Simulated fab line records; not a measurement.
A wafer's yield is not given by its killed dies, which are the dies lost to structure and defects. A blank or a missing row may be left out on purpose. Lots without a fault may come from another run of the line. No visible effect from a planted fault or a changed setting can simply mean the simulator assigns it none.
Which tool was responsible? ; flow n5_finfet ; 24 lots with 72 wafers sampled at 6 steps, on a route of 1938 steps

## WHAT THE GAUGES READ, wafer by wafer
N5_BEOL_M2_INSPECT_30: inspects for defects (brightfield).
lot;measured;on;raw_defect_count
L074;day 6 14:24;defect_inspect-02;355 411 414
L075;day 7 00:05;defect_inspect-02;272 404 250
L076;day 7 03:02;defect_inspect-02;474 465 505
L077;day 7 21:05;defect_inspect-01;629 392 400
L079;day 8 00:40;defect_inspect-02;788 440 550
L078;day 8 01:47;defect_inspect-01;267 365 277
L080;day 8 02:02;defect_inspect-02;395 454 337
L081;day 8 08:11;defect_inspect-02;358 443 342
L082;day 8 09:35;defect_inspect-02;426 371 436
L083;day 8 17:10;defect_inspect-02;402 371 382
L084;day 8 20:35;defect_inspect-02;356 326 315
L085;day 9 07:38;defect_inspect-02;610 324 310
L086;day 9 12:45;defect_inspect-01;547 537 443
L087;day 10 00:55;defect_inspect-01;445 336 379
L088;day 10 06:28;defect_inspect-01;431 435 428
L089;day 10 12:25;defect_inspect-01;563 459 513
L090;day 10 12:42;defect_inspect-01;331 408 411
L091;day 10 13:55;defect_inspect-01;388 408 455
L092;day 11 00:29;defect_inspect-01;389 294 472
L093;day 11 08:10;defect_inspect-01;398 385 302
L094;day 11 12:41;defect_inspect-02;292 378 367
L095;day 11 16:52;defect_inspect-02;390 514 346
L096;day 11 21:53;defect_inspect-01;304 438 375
L097;day 12 05:08;defect_inspect-01;349 349 444

N5_BEOL_M2_OCD_MEAS_38.
lot;measured;on;trench_depth_nm (nm)
L074;day 6 16:44;ocd-01;55.9 52.8 55.4
L075;day 7 04:09;ocd-02;55.1 54.1 54.8
L076;day 7 04:06;ocd-02;56.9 56.6 56.3
L077;day 7 22:50;ocd-02;55.2 55.2 56.3
L079;day 8 06:14;ocd-01;58.1 56.1 56.9
L078;day 8 07:29;ocd-02;53.5 57.7 54.1
L080;day 8 11:13;ocd-01;54.5 55.4 54.5
L081;day 8 14:10;ocd-01;57.8 57.6 56.3
L082;day 8 14:16;ocd-02;55.4 54.7 54.3
L083;day 8 18:19;ocd-01;56.1 56.7 56.7
L084;day 8 21:19;ocd-02;58.3 56.4 56.3
L085;day 9 10:44;ocd-01;55.9 53.5 55.1
L086;day 9 23:44;ocd-01;55.6 54.8 54.7
L087;day 10 04:38;ocd-02;56.0 55.0 55.1
L088;day 10 07:42;ocd-02;56.6 56.1 56.4
L089;day 10 16:05;ocd-02;55.0 54.9 53.9
L090;day 10 17:02;ocd-01;57.4 56.6 57.2
L091;day 10 18:58;ocd-02;55.9 55.9 55.7
L092;day 11 07:22;ocd-02;56.1 56.0 56.7
L093;day 11 10:49;ocd-01;54.9 56.0 54.3
L094;day 11 19:59;ocd-01;55.0 54.3 54.0
L095;day 11 21:19;ocd-01;55.5 55.5 55.5
L096;day 11 23:22;ocd-01;54.3 55.5 55.1
L097;day 12 13:41;ocd-01;56.1 55.9 56.1

## EACH LOT AND THE TOOL THAT RAN IT (in order: tool; ch and the chambers of the sampled wafers; start)
lot;N5_BEOL_M2_ILD_DEP_00;N5_BEOL_M2_STRIP_19;N5_BEOL_M2_STRIP_36;N5_BEOL_M2_ETCH_41
L074;pecvd-01 ch 0,1, day 6 09:10;rie_diel-06 ch 0,3, day 6 13:48;rie_diel-06 ch 1,2,3, day 6 16:33;rie_diel-06 ch 1,2,3, day 6 16:44 or earlier
L075;pecvd-02 ch 0,1,2, day 6 20:19;rie_diel-06 ch 0,1,2, day 6 22:51;rie_diel-06 ch 0,3, day 7 03:57;rie_diel-06 ch 0,3, day 7 04:09 or earlier
L076;pecvd-04 ch 0,1, day 7 00:13;rie_diel-06 ch 0,2, day 7 02:26;rie_diel-03 ch 2,3, day 7 03:54;rie_diel-03 ch 2,3, day 7 04:06 or earlier
L077;pecvd-01 ch 0,1,2, day 7 18:34;rie_diel-05 ch 2,3, day 7 20:37;rie_diel-05 ch 0,1,2, day 7 22:38;rie_diel-05 ch 0,1,2, day 7 22:50 or earlier
L079;pecvd-04 ch 1,2, day 7 22:10;rie_diel-05 ch 0,2,3, day 8 00:11;rie_diel-03 ch 1,2,3, day 8 06:02;rie_diel-03 ch 1,2,3, day 8 06:14 or earlier
L078;pecvd-04 ch 0,1, day 7 23:07;rie_diel-05 ch 2,3, day 8 01:11;rie_diel-05 ch 1,3, day 8 07:12;rie_diel-05 ch 1,3, day 8 07:29 or earlier
L080;pecvd-04 ch 0,2, day 7 23:26;rie_diel-03 ch 1,2,3, day 8 01:26;rie_diel-06 ch 0,3, day 8 11:01;rie_diel-06 ch 0,3, day 8 11:13 or earlier
L081;pecvd-02 ch 0,1,2, day 8 06:20;rie_diel-05 ch 1,3, day 8 07:42;rie_diel-05 ch 0,3, day 8 13:58;rie_diel-05 ch 0,3, day 8 14:10 or earlier
L082;pecvd-02 ch 0,1, day 8 07:17;rie_diel-05 ch 0,1,3, day 8 09:07;rie_diel-06 ch 0,1, day 8 14:04;rie_diel-06 ch 0,1, day 8 14:16 or earlier
L083;pecvd-01 ch 0,2, day 8 15:01;rie_diel-06 ch 0,2,3, day 8 16:41;rie_diel-03 ch 0,2,3, day 8 18:07;rie_diel-03 ch 0,2,3, day 8 18:19 or earlier
L084;pecvd-04 ch 0,1,2, day 8 18:22;rie_diel-06 ch 0,2,3, day 8 19:59;rie_diel-05 ch 0,2,3, day 8 21:08;rie_diel-05 ch 0,2,3, day 8 21:19 or earlier
L085;pecvd-04 ch 0,1,2, day 9 05:12;rie_diel-06 ch 0,2,3, day 9 07:10;rie_diel-06 ch 0,1,3, day 9 10:32;rie_diel-06 ch 0,1,3, day 9 10:44 or earlier
L086;pecvd-04 ch 0,1, day 9 07:31;rie_diel-03 ch 0,1,2, day 9 12:06;rie_diel-03 ch 0,2,3, day 9 23:32;rie_diel-03 ch 0,2,3, day 9 23:44 or earlier
L087;pecvd-02 ch 0,2, day 9 17:35;rie_diel-05 ch 1,2, day 10 00:19;rie_diel-06 ch 1,2,3, day 10 04:27;rie_diel-06 ch 1,2,3, day 10 04:38 or earlier
L088;pecvd-02 ch 1,2, day 10 04:12;rie_diel-03 ch 1,2,3, day 10 05:59;rie_diel-05 ch 0,2, day 10 07:31;rie_diel-05 ch 0,2, day 10 07:42 or earlier
L089;pecvd-04 ch 0,1,2, day 10 09:08;rie_diel-06 ch 2,3, day 10 11:49;rie_diel-06 ch 2,3, day 10 15:53;rie_diel-06 ch 2,3, day 10 16:05 or earlier
L090;pecvd-04 ch 0,2, day 10 10:22;rie_diel-05 ch 1,2,3, day 10 12:14;rie_diel-03 ch 1,2,3, day 10 16:50;rie_diel-03 ch 1,2,3, day 10 17:02 or earlier
L091;pecvd-02 ch 0,1,2, day 10 11:34;rie_diel-05 ch 0,1,2, day 10 13:19;rie_diel-05 ch 0,1,2, day 10 18:46;rie_diel-05 ch 0,1,2, day 10 18:58 or earlier
L092;pecvd-02 ch 0,1, day 10 22:57;rie_diel-03 ch 1,2,3, day 11 00:01;rie_diel-03 ch 0,2,3, day 11 07:10;rie_diel-03 ch 0,2,3, day 11 07:22 or earlier
L093;pecvd-04 ch 0,2, day 11 05:05;rie_diel-05 ch 1,2,3, day 11 07:41;rie_diel-06 ch 0,2, day 11 10:38;rie_diel-06 ch 0,2, day 11 10:49 or earlier
L094;pecvd-01 ch 0,1, day 11 10:44;rie_diel-05 ch 0,1, day 11 12:13;rie_diel-06 ch 0,2,3, day 11 19:47;rie_diel-06 ch 0,2,3, day 11 19:59 or earlier
L095;pecvd-01 ch 0,1, day 11 14:48;rie_diel-03 ch 1,2,3, day 11 16:16;rie_diel-03 ch 0,2, day 11 21:08;rie_diel-03 ch 0,2, day 11 21:19 or earlier
L096;pecvd-01 ch 0,1, day 11 19:19;rie_diel-05 ch 0,1,3, day 11 21:16;rie_diel-06 ch 0,1,2, day 11 23:11;rie_diel-06 ch 0,1,2, day 11 23:22 or earlier
L097;pecvd-02 ch 0,1, day 12 02:46;rie_diel-06 ch 0,2,3, day 12 04:32;rie_diel-03 ch 2,3, day 12 13:30;rie_diel-03 ch 2,3, day 12 13:41 or earlier
- N5_BEOL_M2_ILD_DEP_00: deposits SiOC from DEMS/O2, target thk 79 nm, time 15.3 s.
- N5_BEOL_M2_STRIP_19: strips in O2.
- N5_BEOL_M2_STRIP_36: strips in N2/H2.
- N5_BEOL_M2_ETCH_41: etches SiCN in CH3F/O2, target depth 29.9 nm, time 52.5 s.

## AS READ BY THE TOOLS THEMSELVES (means over the sampled wafers that have a number; for cases with no such wafer, the mark the record gives instead)
N5_BEOL_M2_ILD_DEP_00.
lot;tool;heater_power_w (W);showerhead_plenum_p_Torr (Torr);throttle_valve_pct (%)
L074;pecvd-01;477;5.682;11.7
L075;pecvd-02;470;5.697;12.1
L076;pecvd-04;497;5.676;12.3
L077;pecvd-01;511;5.703;11.9
L079;pecvd-04;498;5.715;11.5
L078;pecvd-04;477;5.688;12.3
L080;pecvd-04;467;5.686;11.4
L081;pecvd-02;464;5.708;12.0
L082;pecvd-02;515;5.694;12.2
L083;pecvd-01;400;5.686;11.7
L084;pecvd-04;476;5.697;11.7
L085;pecvd-04;514;5.694;11.7
L086;pecvd-04;482;5.688;12.6
L087;pecvd-02;513;5.705;12.4
L088;pecvd-02;480;5.688;11.7
L089;pecvd-04;507;5.687;11.9
L090;pecvd-04;490;5.684;11.5
L091;pecvd-02;506;5.690;12.2
L092;pecvd-02;511;5.680;12.4
L093;pecvd-04;493;5.694;11.4
L094;pecvd-01;451;5.684;11.7
L095;pecvd-01;531;5.699;11.8
L096;pecvd-01;521;5.702;12.0
L097;pecvd-02;501;5.690;12.4

N5_BEOL_M2_STRIP_19.
lot;tool;drypump_motor_current_A (A);oes_product_au (a.u.);rf_vpp_V (V);showerhead_plenum_p_Torr (Torr);throttle_valve_pct (%)
L074;rie_diel-06;5.5;0.72;3.0;2.13;16.86
L075;rie_diel-06;5.4;0.72;4.0;2.08;16.72
L076;rie_diel-06;5.2;0.69;3.9;2.11;16.93
L077;rie_diel-05;5.5;0.82;3.3;2.14;16.48
L079;rie_diel-05;5.5;0.80;3.6;2.10;16.60
L078;rie_diel-05;5.3;0.88;3.5;2.09;16.56
L080;rie_diel-03;5.7;0.88;3.1;2.07;16.66
L081;rie_diel-05;5.2;0.80;3.7;2.07;16.70
L082;rie_diel-05;5.4;0.79;3.5;2.07;16.71
L083;rie_diel-06;5.7;0.80;3.4;2.14;16.69
L084;rie_diel-06;5.7;0.79;4.1;2.14;16.70
L085;rie_diel-06;5.7;0.78;3.8;2.14;16.70
L086;rie_diel-03;5.9;0.82;3.6;2.07;16.76
L087;rie_diel-05;5.3;0.72;3.3;2.11;16.65
L088;rie_diel-03;5.7;0.83;3.5;2.07;16.71
L089;rie_diel-06;5.9;0.84;4.1;2.16;16.50
L090;rie_diel-05;5.3;0.78;3.6;2.10;16.63
L091;rie_diel-05;5.5;0.72;3.6;2.11;16.65
L092;rie_diel-03;5.7;0.83;4.1;2.07;16.72
L093;rie_diel-05;5.3;0.77;3.9;2.09;16.64
L094;rie_diel-05;5.4;0.70;4.3;2.07;16.78
L095;rie_diel-03;5.7;0.82;4.3;2.06;16.73
L096;rie_diel-05;5.3;0.75;3.7;2.06;16.76
L097;rie_diel-06;5.7;0.83;4.0;2.13;16.59

N5_BEOL_M2_STRIP_36.
lot;tool;drypump_motor_current_A (A);oes_product_au (a.u.);rf_vpp_V (V);showerhead_plenum_p_Torr (Torr);throttle_valve_pct (%)
L074;rie_diel-06;5.8;0.73;56.8;2.45;23.28
L075;rie_diel-06;6.0;0.71;59.2;2.48;23.50
L076;rie_diel-03;6.0;0.80;59.7;2.45;23.72
L077;rie_diel-05;5.5;0.73;59.5;2.55;23.50
L079;rie_diel-03;5.7;0.87;57.7;2.51;23.74
L078;rie_diel-05;5.2;0.80;59.4;2.51;23.73
L080;rie_diel-06;5.5;0.70;59.8;2.54;23.68
L081;rie_diel-05;5.4;0.85;59.0;2.50;23.71
L082;rie_diel-06;5.2;0.72;58.6;2.58;23.60
L083;rie_diel-03;6.0;0.81;58.9;2.45;23.59
L084;rie_diel-05;5.5;0.79;59.1;2.54;23.51
L085;rie_diel-06;5.6;0.72;60.7;2.51;23.44
L086;rie_diel-03;6.0;0.80;59.3;2.45;23.61
L087;rie_diel-06;5.8;0.79;59.1;2.55;23.25
L088;rie_diel-05;5.7;0.73;58.3;2.58;23.33
L089;rie_diel-06;6.2;0.78;58.5;2.50;23.35
L090;rie_diel-03;5.7;0.84;59.3;2.50;23.76
L091;rie_diel-05;5.5;0.71;59.5;2.54;23.51
L092;rie_diel-03;6.0;0.78;58.9;2.44;23.62
L093;rie_diel-06;5.3;0.96;59.8;2.64;23.47
L094;rie_diel-06;5.7;0.84;60.0;2.56;23.42
L095;rie_diel-03;6.1;0.75;58.8;2.43;23.60
L096;rie_diel-06;5.4;0.86;58.7;2.61;23.31
L097;rie_diel-03;5.8;0.80;58.8;2.45;23.70

N5_BEOL_M2_ETCH_41.
lot;tool;drypump_motor_current_A (A);oes_product_au (a.u.);rf_vpp_V (V);showerhead_plenum_p_Torr (Torr);throttle_valve_pct (%)
L074;rie_diel-06;5.8;0.73;296.7;1.93;16.23
L075;rie_diel-06;5.9;0.72;295.9;1.96;16.38
L076;rie_diel-03;6.0;0.80;294.8;1.93;16.28
L077;rie_diel-05;5.5;0.73;297.1;2.02;16.29
L079;rie_diel-03;5.7;0.87;296.5;1.97;16.26
L078;rie_diel-05;5.2;0.79;297.7;1.98;16.36
L080;rie_diel-06;5.6;0.70;297.5;2.01;16.48
L081;rie_diel-05;5.4;0.85;296.6;1.97;16.34
L082;rie_diel-06;5.2;0.72;297.9;2.03;16.37
L083;rie_diel-03;6.0;0.81;295.0;1.93;16.31
L084;rie_diel-05;5.5;0.79;298.0;2.01;16.29
L085;rie_diel-06;5.7;0.73;296.1;1.98;16.33
L086;rie_diel-03;6.0;0.79;295.9;1.93;16.33
L087;rie_diel-06;5.8;0.79;297.2;2.00;16.13
L088;rie_diel-05;5.7;0.73;298.3;2.05;16.22
L089;rie_diel-06;6.1;0.77;295.2;1.97;16.25
L090;rie_diel-03;5.7;0.83;296.0;1.96;16.30
L091;rie_diel-05;5.5;0.72;297.2;2.01;16.33
L092;rie_diel-03;6.0;0.78;297.0;1.93;16.36
L093;rie_diel-06;5.2;0.95;299.1;2.07;16.09
L094;rie_diel-06;5.7;0.85;297.7;2.02;16.18
L095;rie_diel-03;6.1;0.76;296.3;1.92;16.43
L096;rie_diel-06;5.4;0.86;299.5;2.05;16.08
L097;rie_diel-03;5.8;0.80;296.2;1.93;16.32

## THE ANSWER, worked out from the rows above alone
Rule: usual is defined by the lots themselves. Put in order of their means at a reading, lots are off if they are a third of the lots or fewer, leave a main group of 4 or more, and stand apart from it by a gap of 3 or more times the standard deviation of the main group's means; of several such gaps the widest counts. If all means in a main group match to the digits the tables above print for the reading, that group is not used. A lot without any number at a reading at which 4 lots or more have one is off too. The other lots that the step has rows for count as sound. First the gauges in route order, then the tools' own readings, where a lot's mean is used as printed above. The first step at which some lot is off is used, and at that step the reading that is off furthest; a lot without a number counts as furthest.
Across all readings shown, no lot is off: no conclusion can be drawn from this.

## WHAT THE SIMULATOR HAD INSERTED
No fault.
